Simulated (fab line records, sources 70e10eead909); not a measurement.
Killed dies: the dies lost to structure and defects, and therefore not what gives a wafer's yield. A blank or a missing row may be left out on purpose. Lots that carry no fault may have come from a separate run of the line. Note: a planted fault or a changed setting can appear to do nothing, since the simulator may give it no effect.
fab line records | flow nand_harc
record: lots: 12 | wafers: 36 | last_day: 33
route steps=1302 shown P_GATE@132 END@1302
lots that met no fault: from a run of the same line without faults
start_h: hours from the record's first day to the start of the lot's first wafer shown | wait_h: hours since the lot's step before | " repeats the value in the row above | L1.1+2: a row that stands for several wafers | - either no value or no given start | * or withheld: withheld | < > ~ a bound
route shown NAME@n: a module of which the file shows steps, and the number in the route of the first | usual: average and standard deviation across the fault-free wafers | same: alike in all rows | chamber/n: place in a boat | sites: each site's reading | _std_site: how widely they spread, as a standard deviation | _edge_site: inner sites' mean taken away from outer sites' mean | radius_mm: for every site, how far away it sits from the centre of the wafer | mask NAME#n: copy n | behind: the most recent tool/chamber to have shaped the wafer | hold: the reason the lot was held/the length of the hold in hours/how it ended | device: whichever transistor did not switch (one of n, p or np) | end of line: the route-end tests of the same wafers | step lacking rows: just its recipe | killed: count of dies lost to structure and defects at first sort (not the wafer's yield) | map: per-die view of a wafer (x killed, . not killed, _ where there is no die)
set.NAME: the setting the step ran with; set.NAME@STEP: the setting that earlier step ran with | model.NAME: the simulator's own value behind a step, which no gauge read
route steps across a sampled set of lots; one table per step, one row per wafer
services: from which hour (start_h, from the record's first day; less than 0 if before it) a tool's chamber was out of use, for how many hours, and why
== steps ==
step: NHARC_P_GATE_DEP_103
recipe: target_thk_a: 300 | target_thk_nm: 30 | temp_c: 400 | flow_sccm: 200 | rf_w: 350 | material: SiON
usual: heater_power_w: 747/72
lot.wafer | tool     | chamber | start_h | wait_h | heater_power_w
L531.1    | pecvd-01 | 1       | 99.65   | 0.6    | 706
L531.5    | "        | 2       | "       | "      | 772
L531.4    | "        | 1       | "       | "      | 700
L534.2    | pecvd-04 | 2       | 133.41  | 0.4    | 776
L534.3    | "        | 0       | "       | "      | 836
L534.5    | "        | 2       | "       | "      | 776
L535.3    | pecvd-03 | 1       | 142.79  | 0.4    | 800
L535.1    | "        | 0       | "       | "      | 739
L535.6    | "        | 1       | "       | "      | 787
L543.3    | pecvd-01 | 0       | 243.56  | 0.3    | 685
L543.4    | "        | 1       | "       | "      | 748
L543.6    | "        | 2       | "       | "      | 782
L545.1    | pecvd-03 | 0       | 244.23  | 0.6    | 702
L545.4    | "        | 2       | "       | "      | 710
L545.6    | "        | 0       | "       | "      | 712
L544.1    | pecvd-03 | 2       | 244.84  | 0.6    | 684
L544.4    | "        | 2       | "       | "      | 681
L544.5    | "        | 1       | "       | "      | 773
L546.1    | pecvd-01 | 0       | 257.99  | 0.6    | 700
L546.5    | "        | 0       | "       | "      | 713
L546.6    | "        | 1       | "       | "      | 660
L548.4    | pecvd-01 | 0       | 278.43  | 0.3    | 669
L548.6    | "        | 1       | "       | "      | 598
L548.5    | "        | 2       | "       | "      | 743
L549.3    | pecvd-03 | 0       | 284.71  | 0.4    | 632
L549.6    | "        | 1       | "       | "      | 860
L549.4    | "        | 2       | "       | "      | 665
L551.2    | pecvd-04 | 0       | 302.52  | 0.4    | 752
L551.3    | "        | 1       | "       | "      | 902
L551.6    | "        | 0       | "       | "      | 761
L552.2    | pecvd-04 | 2       | 316.87  | 0.7    | 680
L552.5    | "        | 1       | "       | "      | 893
L552.4    | "        | 2       | "       | "      | 674
L553.2    | pecvd-04 | 2       | 321.41  | 0.5    | 774
L553.5    | "        | 1       | "       | "      | 835
L553.4    | "        | 0       | "       | "      | 875
step: NHARC_P_GATE_EXPOSE_23
recipe: na: 1.35 | target_cd_nm: 120 | dose_mj: 93.91 | mask_id: P_GATE
lot.wafer  | tool            | chamber | start_h | wait_h | mask
L531.1+4+5 | arfi_scanner-02 | 0       | 100.14  | -      | P_GATE#0
L534.2+3+5 | arfi_scanner-02 | 0       | 133.95  | -      | P_GATE#0
L535.1+3+6 | arfi_scanner-01 | 0       | 143.33  | -      | P_GATE_R1#0
L543.3+4+6 | arfi_scanner-01 | 0       | 244.11  | -      | P_GATE#0
L545.1+4+6 | arfi_scanner-02 | 0       | 244.74  | -      | P_GATE#0
L544.1+4+5 | arfi_scanner-02 | 0       | 245.25  | -      | P_GATE#0
L546.1+5+6 | arfi_scanner-03 | 0       | 258.53  | -      | P_GATE#0
L548.4+5+6 | arfi_scanner-02 | 0       | 278.77  | -      | P_GATE#0
L549.3+4+6 | arfi_scanner-01 | 0       | 285.19  | -      | P_GATE#0
L551.2+3+6 | arfi_scanner-02 | 0       | 302.94  | -      | P_GATE#0
L552.2+4+5 | arfi_scanner-02 | 0       | 317.26  | -      | P_GATE#0
L553.2+4+5 | arfi_scanner-01 | 0       | 321.92  | -      | P_GATE#0
step: NHARC_P_GATE_CD_MEAS_26
recipe: target_cd_nm: 120 | landing_energy_ev: 500
usual: cd_nm: 120.0/0.57
lot.wafer | tool      | chamber | start_h | wait_h | cd_nm
L531.1    | cd_sem-02 | 0       | 100.28  | -      | 120.3
L531.4    | "         | 0       | "       | "      | 120.3
L531.5    | "         | 0       | "       | "      | 119.9
L534.2    | cd_sem-02 | 0       | 134.09  | -      | 119.7
L534.3    | "         | 0       | "       | "      | 119.7
L534.5    | "         | 0       | "       | "      | 119.5
L535.1    | cd_sem-02 | 0       | 143.46  | -      | 114.1
L535.3    | "         | 0       | "       | "      | 113.5
L535.6    | "         | 0       | "       | "      | 113.2
L543.3    | cd_sem-02 | 0       | 244.24  | -      | 118.5
L543.4    | "         | 0       | "       | "      | 118.9
L543.6    | "         | 0       | "       | "      | 118.8
L545.1    | cd_sem-03 | 0       | 244.88  | -      | 120.7
L545.4    | "         | 0       | "       | "      | 120.6
L545.6    | "         | 0       | "       | "      | 120.7
L544.1    | cd_sem-01 | 0       | 245.39  | -      | 119.4
L544.4    | "         | 0       | "       | "      | 119.5
L544.5    | "         | 0       | "       | "      | 119.6
L546.1    | cd_sem-02 | 0       | 258.67  | -      | 120.6
L546.5    | "         | 0       | "       | "      | 119.7
L546.6    | "         | 0       | "       | "      | 119.9
L548.4    | cd_sem-03 | 0       | 278.91  | -      | 120.5
L548.5    | "         | 0       | "       | "      | 120.2
L548.6    | "         | 0       | "       | "      | 120.9
L549.3    | cd_sem-03 | 0       | 285.33  | -      | 120.0
L549.4    | "         | 0       | "       | "      | 119.8
L549.6    | "         | 0       | "       | "      | 119.8
L551.2    | cd_sem-02 | 0       | 303.08  | -      | 120.2
L551.3    | "         | 0       | "       | "      | 120.8
L551.6    | "         | 0       | "       | "      | 120.4
L552.2    | cd_sem-03 | 0       | 317.40  | -      | 120.8
L552.4    | "         | 0       | "       | "      | 119.8
L552.5    | "         | 0       | "       | "      | 119.4
L553.2    | cd_sem-02 | 0       | 322.06  | -      | 120.5
L553.4    | "         | 0       | "       | "      | 120.7
L553.5    | "         | 0       | "       | "      | 120.2
step: NHARC_P_GATE_ALD_36
recipe: target_thk_a: 200 | pulse_time_s: 60 | ald_cycles: 223 | temp_c: 400 | material: SiNx
usual: heater_power_w: 832/110 | precursor_pulse_height_rel: 1.000/0.02
lot.wafer | tool       | chamber | start_h | wait_h | heater_power_w | precursor_pulse_height_rel
L531.4    | ald_sin-01 | 0       | 101.73  | -      | 857            | 0.988
L531.1    | "          | 3       | 104.91  | -      | 887            | 1.008
L531.5    | "          | 0       | 105.97  | -      | 853            | 0.979
L534.3    | ald_sin-04 | 3       | 136.60  | -      | 1138           | 1.001
L534.2    | "          | 1       | 138.73  | -      | 811            | 1.000
L534.5    | "          | 3       | 140.87  | -      | 1115           | 0.972
L535.3    | ald_sin-03 | 1       | 145.94  | -      | 735            | 1.006
L535.1    | "          | 3       | 148.03  | -      | 819            | 1.020
L535.6    | "          | 0       | 149.08  | -      | 668            | 1.021
L543.3    | ald_sin-04 | 2       | 245.75  | -      | 818            | 1.008
L543.4    | "          | 0       | 247.88  | -      | 800            | 0.991
L543.6    | "          | 2       | 250.01  | -      | 775            | 1.011
L545.1    | ald_sin-01 | 2       | 247.36  | -      | 892            | 1.032
L545.4    | "          | 3       | 248.40  | -      | 918            | 1.010
L545.6    | "          | 2       | 251.53  | -      | 884            | 0.994
L544.1    | ald_sin-03 | 0       | 249.75  | -      | 665            | 1.013
L544.5    | "          | 1       | 251.17  | -      | 697            | 0.988
L544.4    | "          | 3       | 252.59  | -      | 885            | 1.008
L546.1    | ald_sin-04 | 3       | 263.34  | -      | 1124           | 1.026
L546.5    | "          | 0       | 264.41  | -      | 782            | 0.977
L546.6    | "          | 1       | 265.48  | -      | 826            | 1.021
L548.6    | ald_sin-03 | 0       | 284.66  | -      | 688            | 0.969
L548.5    | "          | 2       | 286.10  | -      | 771            | 0.996
L548.4    | "          | 3       | 287.53  | -      | 902            | 1.005
L549.4    | ald_sin-04 | 2       | 288.87  | -      | 842            | 0.993
L549.3    | "          | 3       | 289.93  | -      | 1149           | 0.989
L549.6    | "          | 0       | 290.98  | -      | 774            | 1.004
L551.2    | ald_sin-03 | 2       | 304.53  | -      | 761            | 0.996
L551.3    | "          | 3       | 305.95  | -      | 885            | 0.979
L551.6    | "          | 3       | 310.18  | -      | 900            | 0.993
L552.2    | ald_sin-04 | 1       | 318.84  | -      | 751            | 1.010
L552.4    | "          | 0       | 322.05  | -      | 810            | 0.975
L552.5    | "          | 2       | 324.20  | -      | 825            | 0.974
L553.2    | ald_sin-01 | 1       | 324.57  | -      | 751            | 0.979
L553.4    | "          | 2       | 325.62  | -      | 870            | 1.024
L553.5    | "          | 0       | 327.73  | -      | 815            | 1.000
step: NHARC_P_GATE_ETCHBACK_37
recipe: target_depth_a: 345 | time_s: 17.2 | chf3_flow_sccm: 50 | o2_flow_sccm: 10 | ar_flow_sccm: 200 | rf_w: 500 | bias_w: 200 | chemistry: CHF3/O2
usual: drypump_motor_current_A: 5.8/0.46 | oes_product_au: 0.95/0.032 | rf_vpp_V: 371.1/2.3 | showerhead_plenum_p_Torr: 2.42/0.1 | throttle_valve_pct: 20.573/0.0087
lot.wafer | tool        | chamber | start_h | wait_h | drypump_motor_current_A | oes_product_au | rf_hours_counter_h | rf_vpp_V | showerhead_plenum_p_Torr | throttle_valve_pct
L531.1    | rie_diel-07 | 3       | -       | -      | 5.2                     | 0.92           | 10                 | 373.3    | 2.57                     | 20.578
L531.4    | "           | 0       | "       | "      | 5.8                     | 0.92           | 11                 | 371.1    | 2.51                     | 20.584
L531.5    | "           | 3       | "       | "      | 5.2                     | 0.92           | -                  | 373.2    | 2.57                     | 20.584
L534.3    | rie_diel-05 | 0       | -       | -      | 5.5                     | 1.00           | 4                  | 366.5    | 2.35                     | 20.583
L534.2    | "           | 2       | "       | "      | 6.2                     | 0.97           | 3                  | 373.5    | 2.54                     | 20.565
L534.5    | "           | 0       | "       | "      | 5.5                     | 1.00           | -                  | 369.3    | 2.35                     | 20.571
L535.3    | rie_diel-03 | 0       | -       | -      | 5.1                     | 0.94           | 2                  | 369.0    | 2.30                     | 20.581
L535.1    | "           | 1       | "       | "      | 4.8                     | 0.91           | 2                  | 368.5    | 2.31                     | 20.572
L535.6    | "           | 0       | "       | "      | 5.2                     | 0.94           | -                  | 369.1    | 2.30                     | 20.576
L543.3    | rie_diel-03 | 3       | -       | -      | 6.6                     | 0.93           | 6                  | 370.2    | 2.37                     | 20.557
L543.4    | "           | 0       | "       | "      | 5.2                     | 0.95           | 6                  | 368.0    | 2.30                     | 20.575
L543.6    | "           | 2       | "       | "      | 5.7                     | 0.94           | -                  | 367.9    | 2.26                     | 20.562
L545.1    | rie_diel-05 | 0       | -       | -      | 5.5                     | 0.99           | 1                  | 368.6    | 2.34                     | 20.568
L545.4    | "           | 3       | "       | "      | 6.1                     | 0.99           | 1                  | 368.3    | 2.30                     | 20.578
L545.6    | "           | 1       | "       | "      | 6.2                     | 1.01           | -                  | 369.6    | 2.39                     | 20.587
L544.1    | rie_diel-07 | 0       | -       | -      | 5.8                     | 0.93           | 8                  | 373.2    | 2.50                     | 20.584
L544.5    | "           | 2       | "       | "      | 5.9                     | 0.93           | -                  | 372.8    | 2.47                     | 20.569
L544.4    | "           | 0       | "       | "      | 5.8                     | 0.93           | -                  | 371.9    | 2.50                     | 20.572
L546.1    | rie_diel-05 | 1       | -       | -      | 6.3                     | 1.00           | 2                  | 370.0    | 2.39                     | 20.585
L546.6    | "           | 3       | "       | "      | 6.1                     | 0.98           | -                  | 368.5    | 2.30                     | 20.570
L546.5    | "           | 0       | "       | "      | 5.5                     | 1.00           | -                  | 368.4    | 2.34                     | 20.568
L548.4    | rie_diel-05 | 0       | -       | -      | 5.5                     | 0.93           | 2                  | 368.6    | 2.34                     | 20.569
L548.5    | "           | 1       | "       | "      | 6.3                     | 0.94           | -                  | 370.1    | 2.39                     | 20.562
L548.6    | "           | 2       | "       | "      | 6.1                     | 0.92           | -                  | 372.4    | 2.53                     | 20.575
L549.3    | rie_diel-05 | 2       | -       | -      | 6.1                     | 0.92           | 2                  | 372.4    | 2.53                     | 20.559
L549.6    | "           | 3       | "       | "      | 6.1                     | 0.92           | -                  | 369.2    | 2.30                     | 20.580
L549.4    | "           | 1       | "       | "      | 6.3                     | 0.93           | -                  | 370.7    | 2.39                     | 20.580
L551.2    | rie_diel-07 | 1       | -       | -      | 6.2                     | 0.95           | 0                  | 373.3    | 2.53                     | 20.570
L551.3    | "           | 2       | "       | "      | 5.9                     | 0.95           | 1                  | 371.9    | 2.47                     | 20.575
L551.6    | "           | 2       | "       | "      | 5.9                     | 0.95           | -                  | 371.3    | 2.47                     | 20.576
L552.2    | rie_diel-07 | 1       | -       | -      | 6.2                     | 0.93           | 1                  | 373.7    | 2.53                     | 20.568
L552.4    | "           | 3       | "       | "      | 5.2                     | 0.93           | 1                  | 375.2    | 2.56                     | 20.552
L552.5    | "           | 2       | "       | "      | 5.8                     | 0.91           | -                  | 371.1    | 2.47                     | 20.579
L553.2    | rie_diel-07 | 3       | -       | -      | 5.2                     | 0.92           | 1                  | 374.5    | 2.56                     | 20.566
L553.4    | "           | 1       | "       | "      | 6.2                     | 0.94           | 1                  | 373.0    | 2.53                     | 20.570
L553.5    | "           | 0       | "       | "      | 5.8                     | 0.93           | -                  | 372.7    | 2.50                     | 20.565
step: NHARC_END_SORT_01
recipe: temp_c: 25
usual: killed_at_array: 58/18 | killed_at_other: 1.0/1.5 | killed_at_periphery: 4/3.1 | killed_dies: 64/18 | killed_open: 3.4/1.9 | killed_short: 2.7/1.7
same: gross_dies: 677
lot.wafer | tool      | chamber | start_h | wait_h | killed_at_array | killed_at_other | killed_at_periphery | killed_dies | killed_open | killed_short
L545.1    | prober-01 | 0       | 700.38  | 2.5    | 60              | 0               | 9                   | 69          | 2           | 4
L545.4    | prober-01 | 0       | 702.78  | 3.4    | 65              | 0               | 7                   | 72          | 5           | 2
L545.6    | prober-01 | 0       | 704.38  | 4.0    | 54              | 1               | 4                   | 59          | 1           | 1
L544.1    | prober-02 | 0       | 710.93  | 2.5    | 39              | 0               | 3                   | 42          | 6           | 2
L544.4    | prober-02 | 0       | 713.30  | 3.4    | 40              | 0               | 5                   | 45          | 2           | 4
L544.5    | prober-02 | 0       | 714.10  | 3.7    | 46              | 0               | 6                   | 52          | 1           | 4
L549.3    | prober-02 | 0       | 749.44  | 3.1    | 94              | 0               | 1                   | 95          | 2           | 1
L549.4    | prober-02 | 0       | 750.25  | 3.4    | 85              | 3               | 6                   | 94          | 6           | 7
L549.6    | prober-02 | 0       | 751.85  | 4.0    | 76              | 3               | 3                   | 82          | 2           | 0
killed by level:class
L545.1 A_SLIT:chamber_film_flake=25 A_CHANNEL_HOLE_D2:chamber_film_flake=18 P_STI:chamber_film_flake=4 A_CONTACT:chamber_film_flake=4 P_GATE:chamber_film_flake=2 P_ZERO_WELL:chamber_film_flake=2 A_CHANNEL_HOLE_D1:chamber_film_flake=2 A_STAIRCASE:chamber_film_flake=2
L545.4 A_SLIT:chamber_film_flake=25 A_CHANNEL_HOLE_D2:chamber_film_flake=16 A_CHANNEL_HOLE_D1:chamber_film_flake=5 A_STAIRCASE:chamber_film_flake=5 A_WL_FILL:chamber_film_flake=4 P_ZERO_WELL:chamber_film_flake=3 A_CONTACT:chamber_film_flake=3 P_M0:geometric_particle:open=2
L545.6 A_SLIT:chamber_film_flake=31 A_CHANNEL_HOLE_D2:chamber_film_flake=12 A_STAIRCASE:chamber_film_flake=4 A_CHANNEL_HOLE_D1:chamber_film_flake=3 P_ZERO_WELL:chamber_film_flake=2 A_CONTACT:chamber_film_flake=2 P_CONTACT:geometric_particle:open=1 A_ONON_D1:geometric_particle:short=1
L544.1 A_CHANNEL_HOLE_D1:chamber_film_flake=8 A_STAIRCASE:chamber_film_flake=8 P_CONTACT:chamber_film_flake=3 A_SLIT:chamber_film_flake=3 A_CONTACT:chamber_film_flake=3 A_M1:chamber_film_flake=3 A_CHANNEL_FILL_D1:chamber_film_flake=2 A_SOURCE_PLATE:geometric_particle:open=1
L544.4 A_CHANNEL_HOLE_D1:chamber_film_flake=9 A_STAIRCASE:chamber_film_flake=6 A_CONTACT:chamber_film_flake=5 A_M1:chamber_film_flake=5 P_CONTACT:chamber_film_flake=4 A_SLIT:chamber_film_flake=4 A_CHANNEL_FILL_D1:geometric_particle:short=2 A_WL_FILL:chamber_film_flake=2
L544.5 A_SLIT:chamber_film_flake=11 A_CHANNEL_HOLE_D1:chamber_film_flake=10 A_CONTACT:chamber_film_flake=8 A_STAIRCASE:chamber_film_flake=7 A_CHANNEL_FILL_D1:chamber_film_flake=3 A_ONON_D1:geometric_particle:short=2 A_DECK1_JOINT:geometric_particle:short=2 P_ZERO_WELL:chamber_film_flake=2
L549.3 A_CHANNEL_HOLE_D1:chamber_film_flake=37 A_SLIT:chamber_film_flake=32 A_CHANNEL_HOLE_D2:chamber_film_flake=17 A_CHANNEL_FILL_D1:chamber_film_flake=2 A_ONON_D1:geometric_particle:short=1 A_CHANNEL_FILL_D1:geometric_particle:open=1 A_M0:geometric_particle:open=1 P_BONDPAD:chamber_film_flake=1
L549.4 A_CHANNEL_HOLE_D1:chamber_film_flake=33 A_SLIT:chamber_film_flake=21 A_CHANNEL_HOLE_D2:chamber_film_flake=16 A_WL_FILL:chamber_film_flake=3 THIN_TSV:chamber_film_flake=3 P_CONTACT:geometric_particle:short=2 A_ONON_D1:geometric_particle:short=2 P_GATE:chamber_film_flake=2
L549.6 A_CHANNEL_HOLE_D1:chamber_film_flake=30 A_SLIT:chamber_film_flake=27 A_CHANNEL_HOLE_D2:chamber_film_flake=12 THIN_TSV:chamber_film_flake=3 P_BONDPAD:chamber_film_flake=2 A_WL_FILL:chamber_film_flake=2 P_CONTACT:geometric_particle:open=1 A_DECK1_JOINT:geometric_particle:open=1
== services ==
tool            | chamber | start_h | hours | kind
arfi_scanner-01 | -       | 80.00   | 4.0   | pm
ald_sin-04      | 0       | 80.63   | 10.8  | repair
pecvd-01        | -       | 80.94   | 0.3   | repair
ald_sin-04      | 2       | 81.98   | 13.2  | repair
pecvd-04        | -       | 88.00   | 13.0  | pm
ald_sin-03      | 0       | 89.71   | 12.8  | repair
ald_sin-04      | -       | 91.93   | 10.0  | pm
pecvd-03        | 0       | 99.32   | 7.0   | repair
rie_diel-07     | -       | 117.20  | 9.0   | pm
arfi_scanner-01 | -       | 118.34  | 0.3   | repair
ald_sin-04      | 3       | 121.10  | 12.0  | repair
arfi_scanner-02 | -       | 127.36  | 0.3   | repair
ald_sin-03      | -       | 127.79  | 0.3   | repair
pecvd-01        | -       | 130.85  | 13.0  | pm
arfi_scanner-02 | -       | 140.00  | 4.0   | pm
rie_diel-05     | 1       | 161.60  | 3.1   | repair
rie_diel-05     | -       | 172.19  | 4.8   | repair
rie_diel-05     | -       | 229.60  | 9.0   | pm
rie_diel-07     | 1       | 256.65  | 3.3   | repair
ald_sin-04      | -       | 269.93  | 10.0  | pm
rie_diel-07     | -       | 294.20  | 9.0   | pm
rie_diel-05     | 0       | 294.30  | 8.2   | repair
arfi_scanner-02 | -       | 312.00  | 4.0   | pm
ald_sin-04      | 3       | 329.03  | 16.1  | repair
== key ==
first_sign: step: NHARC_P_GATE_EXPOSE_23 | reading: mask | direction: changed
effect: step: NHARC_P_GATE_CD_MEAS_26 | reading: cd_nm | direction: down | sigmas: 11 | usual: 120.0 | struck: 113.6
met_at NHARC_P_GATE_EXPOSE_23
struck_lots L535
tester_left_out L535
not_acting_at NHARC_P_GATE_DEP_103,NHARC_P_GATE_ALD_36,NHARC_P_GATE_ETCHBACK_37
fault: kind: wrong_mask | tool: any | chamber: - | onset_h: 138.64 | steps: NHARC_P_GATE_EXPOSE_23 | aux_copy: P_GATE_R1#0 | cd_offset_nm: -6.8788 | scope: struck_lots_only
tester_left_out: of these lots the tester's yield and bins aren't shown, on N5 and GAA mostly nor the transistor test; their killed dies are dies lost to structure and defects alone, not to doping, threshold or leakage, so they don't give the yield
